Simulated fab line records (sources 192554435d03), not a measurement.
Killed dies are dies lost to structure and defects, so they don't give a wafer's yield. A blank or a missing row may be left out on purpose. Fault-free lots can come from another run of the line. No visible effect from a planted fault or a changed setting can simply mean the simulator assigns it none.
One fault through the eyes of 2 desks | flow n5-finfet | every desk sees just its own numbers, and what lay behind them comes last

AT THE TOOL OWNER'S DESK: ald-metal-01
The tool's own readings at N5_HKMG_FIN_NWFM_ALD_20 (deposits TiAlC, target thk 2 nm, pulse time 3 s, purge time 2 s): means of the sampled wafers that have a number, for each lot that ran on this tool. A lot is out of limits, marked OUT, if its mean lies more than 4 standard deviations from the usual mean; the brackets give that distance.
Columns: A = heater-power-w at N5_HKMG_FIN_NWFM_ALD_20, usual 492 W; B = precursor-pulse-height-rel at N5_HKMG_FIN_NWFM_ALD_20, usual 1.001
lot  | first seen here | A   | B
L461 | day 6 03:08     | 468 | 1.013
L475 | day 9 11:12     | 472 | 0.995
This desk's finding: nothing out of limits on any of the 2 lots.

METROLOGY DESK
What the gauges read, lot by lot, whatever tool the lot ran on: means of the sampled wafers that have a number. A lot is out of limits, marked OUT, if its mean lies more than 4 standard deviations from the usual mean; the brackets give that distance. Shown are 7 of the 15 readings it has, namely the first that went out of limits plus those furthest out on some lot.
Columns: A = IOFF_N_85C at N5_BEOL_M4_RC_MEAS_101, usual 3.4 nA/um; B = IOFF_N_LIN at N5_BEOL_M4_RC_MEAS_101, usual 0.080 nA/um; C = IOFF_N_LONG at N5_BEOL_M4_RC_MEAS_101, usual 5.54e-05 nA/um; D = ION_N at N5_BEOL_M4_RC_MEAS_101, usual 681 uA/um; E = VT_N at N5_BEOL_M4_RC_MEAS_101, usual 249 mV; F = VT_N_LONG at N5_BEOL_M4_RC_MEAS_101, usual 274.8 mV; G = VT_N_LVT at N5_BEOL_M4_RC_MEAS_101, usual 98 mV
lot  | first seen here | A   | B     | C        | D   | E   | F                | G
L461 | day 9 15:38     | 2.7 | 0.062 | 4.72e-05 | 664 | 257 | 282.2 (+4.3) OUT | 108
L471 | day 12 05:46    | 3.3 | 0.079 | 5.44e-05 | 674 | 250 | 276.3            | 99
L475 | day 13 03:57    | 3.5 | 0.086 | 5.91e-05 | 688 | 245 | 273.6            | 94
This desk finds L461 out of limits, with the earliest case on L461 at day 9 15:38 (VT_N_LONG at N5_BEOL_M4_RC_MEAS_101). L471, L475: within limits.

PUT TOGETHER
Metrology desk: alarm possible at day 9 15:38 on L461.
The desk of the tool owner found nothing out of limits.
Tool owner's desk: L461 on record, inside its limits.
Every lot named ran N5_HKMG_FIN_NWFM_ALD_20 on ald-metal-01.

WHAT HAD BEEN PUT IN BY THE SIMULATOR
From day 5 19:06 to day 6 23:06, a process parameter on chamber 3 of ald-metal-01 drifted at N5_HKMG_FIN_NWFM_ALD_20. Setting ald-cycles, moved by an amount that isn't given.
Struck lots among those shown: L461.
Time in hours between the start of the fault and the first out-of-limits reading at each desk: metrology desk, 93.
